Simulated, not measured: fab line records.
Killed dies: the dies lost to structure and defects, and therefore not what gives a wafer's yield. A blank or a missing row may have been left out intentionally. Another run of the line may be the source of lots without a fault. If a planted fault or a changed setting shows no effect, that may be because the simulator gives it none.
Which of the tools did it? :: flow n5 finfet :: Sampling: 24 lots, 72 wafers, 2 of 1938 route steps

== WHAT THE GAUGES SHOWED, per wafer ==
N5_BEOL_M14_CD_MEAS_10 targets a cd of 250 nm.
lot: L074
measured: day 11 02:19
on: cd sem-02
cd nm (nm): 251.8 250.9 249.3

lot: L075
measured: day 11 09:53
on: cd sem-01
cd nm (nm): 250.1 254.4 249.3

lot: L076
measured: day 12 02:22
on: cd sem-02
cd nm (nm): 252.9 253.8 248.4

lot: L077
measured: day 12 04:07
on: cd sem-02
cd nm (nm): 247.3 244.8 245.3

lot: L078
measured: day 12 04:22
on: cd sem-03
cd nm (nm): 252.1 253.4 255.0

lot: L079
measured: day 12 16:56
on: cd sem-02
cd nm (nm): 249.4 249.6 248.6

lot: L080
measured: day 13 01:50
on: cd sem-02
cd nm (nm): 249.9 251.1 250.2

lot: L081
measured: day 13 05:11
on: cd sem-03
cd nm (nm): 250.3 249.0 249.7

lot: L083
measured: day 13 10:07
on: cd sem-03
cd nm (nm): 252.2 252.2 251.1

lot: L082
measured: day 14 07:08
on: cd sem-01
cd nm (nm): 250.5 251.9 250.5

lot: L085
measured: day 14 20:38
on: cd sem-03
cd nm (nm): 252.7 250.2 251.9

lot: L084
measured: day 15 07:17
on: cd sem-03
cd nm (nm): 246.5 247.9 254.2

lot: L088
measured: day 15 07:37
on: cd sem-03
cd nm (nm): 248.3 250.3 249.0

lot: L089
measured: day 15 08:52
on: cd sem-03
cd nm (nm): 252.7 252.2 252.5

lot: L086
measured: day 15 09:04
on: cd sem-01
cd nm (nm): 250.7 251.0 249.9

lot: L087
measured: day 15 09:23
on: cd sem-03
cd nm (nm): 247.1 252.8 243.5

lot: L090
measured: day 15 10:18
on: cd sem-03
cd nm (nm): 253.5 253.6 249.8

lot: L092
measured: day 16 08:11
on: cd sem-01
cd nm (nm): 251.8 249.2 248.8

lot: L091
measured: day 16 08:21
on: cd sem-03
cd nm (nm): 246.2 250.7 250.3

lot: L093
measured: day 16 11:59
on: cd sem-01
cd nm (nm): 254.6 248.5 252.2

lot: L094
measured: day 17 02:50
on: cd sem-03
cd nm (nm): 248.3 249.5 246.9

lot: L095
measured: day 17 06:44
on: cd sem-01
cd nm (nm): 248.9 248.5 243.2

lot: L097
measured: day 17 14:14
on: cd sem-02
cd nm (nm): 249.4 255.5 249.4

lot: L096
measured: day 17 16:22
on: cd sem-02
cd nm (nm): 249.3 252.3 251.3

== WHAT TOOL EACH LOT RAN ON (gives the tool, then ch and the chambers of the sampled wafers, and finally the start) ==
lot: L074
N5_BEOL_M13_SPUTTER_43: pvd sputter-03, day 11 00:35

lot: L075
N5_BEOL_M13_SPUTTER_43: pvd sputter-01, day 11 07:58

lot: L076
N5_BEOL_M13_SPUTTER_43: pvd sputter-02, day 12 00:31

lot: L077
N5_BEOL_M13_SPUTTER_43: pvd sputter-01, day 12 02:24

lot: L078
N5_BEOL_M13_SPUTTER_43: pvd sputter-03, day 12 02:26

lot: L079
N5_BEOL_M13_SPUTTER_43: pvd sputter-02, day 12 15:13

lot: L080
N5_BEOL_M13_SPUTTER_43: pvd sputter-03, day 13 00:06

lot: L081
N5_BEOL_M13_SPUTTER_43: pvd sputter-02, day 13 03:28

lot: L083
N5_BEOL_M13_SPUTTER_43: pvd sputter-02, day 13 08:22

lot: L082
N5_BEOL_M13_SPUTTER_43: pvd sputter-02, day 14 05:23

lot: L085
N5_BEOL_M13_SPUTTER_43: pvd sputter-01, day 14 18:54

lot: L084
N5_BEOL_M13_SPUTTER_43: pvd sputter-02, day 15 05:21

lot: L088
N5_BEOL_M13_SPUTTER_43: pvd sputter-02, day 15 05:45

lot: L089
N5_BEOL_M13_SPUTTER_43: pvd sputter-01, day 15 07:01

lot: L086
N5_BEOL_M13_SPUTTER_43: pvd sputter-01, day 15 07:20

lot: L087
N5_BEOL_M13_SPUTTER_43: pvd sputter-01, day 15 07:39

lot: L090
N5_BEOL_M13_SPUTTER_43: pvd sputter-02, day 15 08:27

lot: L092
N5_BEOL_M13_SPUTTER_43: pvd sputter-03, day 16 06:20

lot: L091
N5_BEOL_M13_SPUTTER_43: pvd sputter-02, day 16 06:25

lot: L093
N5_BEOL_M13_SPUTTER_43: pvd sputter-02, day 16 09:39

lot: L094
N5_BEOL_M13_SPUTTER_43: pvd sputter-03, day 17 00:29

lot: L095
N5_BEOL_M13_SPUTTER_43: pvd sputter-03, day 17 04:53

lot: L097
N5_BEOL_M13_SPUTTER_43: pvd sputter-01, day 17 12:29

lot: L096
N5_BEOL_M13_SPUTTER_43: pvd sputter-01, day 17 14:31
- N5_BEOL_M13_SPUTTER_43: material TaN, target thk 15 nm, time 24.19 s.

== WHAT THE TOOLS THEMSELVES READ (means of the sampled wafers that have a number; where no wafer has one, the mark that the record gives instead) ==
N5_BEOL_M13_SPUTTER_43.
lot: L074
tool: pvd sputter-03
throttle valve pct (%): 29.9

lot: L075
tool: pvd sputter-01
throttle valve pct (%): 30.2

lot: L076
tool: pvd sputter-02
throttle valve pct (%): 29.8

lot: L077
tool: pvd sputter-01
throttle valve pct (%): 30.2

lot: L078
tool: pvd sputter-03
throttle valve pct (%): 30.6

lot: L079
tool: pvd sputter-02
throttle valve pct (%): 30.4

lot: L080
tool: pvd sputter-03
throttle valve pct (%): 30.1

lot: L081
tool: pvd sputter-02
throttle valve pct (%): 29.8

lot: L083
tool: pvd sputter-02
throttle valve pct (%): 29.4

lot: L082
tool: pvd sputter-02
throttle valve pct (%): 30.2

lot: L085
tool: pvd sputter-01
throttle valve pct (%): 30.2

lot: L084
tool: pvd sputter-02
throttle valve pct (%): 30.3

lot: L088
tool: pvd sputter-02
throttle valve pct (%): 30.2

lot: L089
tool: pvd sputter-01
throttle valve pct (%): 30.3

lot: L086
tool: pvd sputter-01
throttle valve pct (%): 30.1

lot: L087
tool: pvd sputter-01
throttle valve pct (%): 30.2

lot: L090
tool: pvd sputter-02
throttle valve pct (%): 29.6

lot: L092
tool: pvd sputter-03
throttle valve pct (%): 29.6

lot: L091
tool: pvd sputter-02
throttle valve pct (%): 30.5

lot: L093
tool: pvd sputter-02
throttle valve pct (%): 29.6

lot: L094
tool: pvd sputter-03
throttle valve pct (%): 29.7

lot: L095
tool: pvd sputter-03
throttle valve pct (%): 29.9

lot: L097
tool: pvd sputter-01
throttle valve pct (%): 30.1

lot: L096
tool: pvd sputter-01
throttle valve pct (%): 30.3

== THE ANSWER, worked out from the rows above alone ==
Rule: what is usual is taken from the lots themselves. Put in order of their means at a reading, lots are off if they are a third of the lots or fewer, leave a main group of 4 or more, and stand apart from it by a gap of 3 or more times the standard deviation of the main group's means; of several such gaps the widest counts. A main group whose means are all the same, to the digits that the tables above print for the reading, isn't used. A lot without any number at a reading at which 4 lots or more have one is off too. All remaining lots with rows at the step are treated as sound. After the gauges, taken in route order, come the tools' own readings; for these a lot's mean is taken, as printed above. At the first step where some lot is off, the reading lying furthest off is the one used; lots without a number count as furthest.
None of the lots is off at any reading shown; this tells nothing.

== WHAT THE SIMULATOR PUT IN ==
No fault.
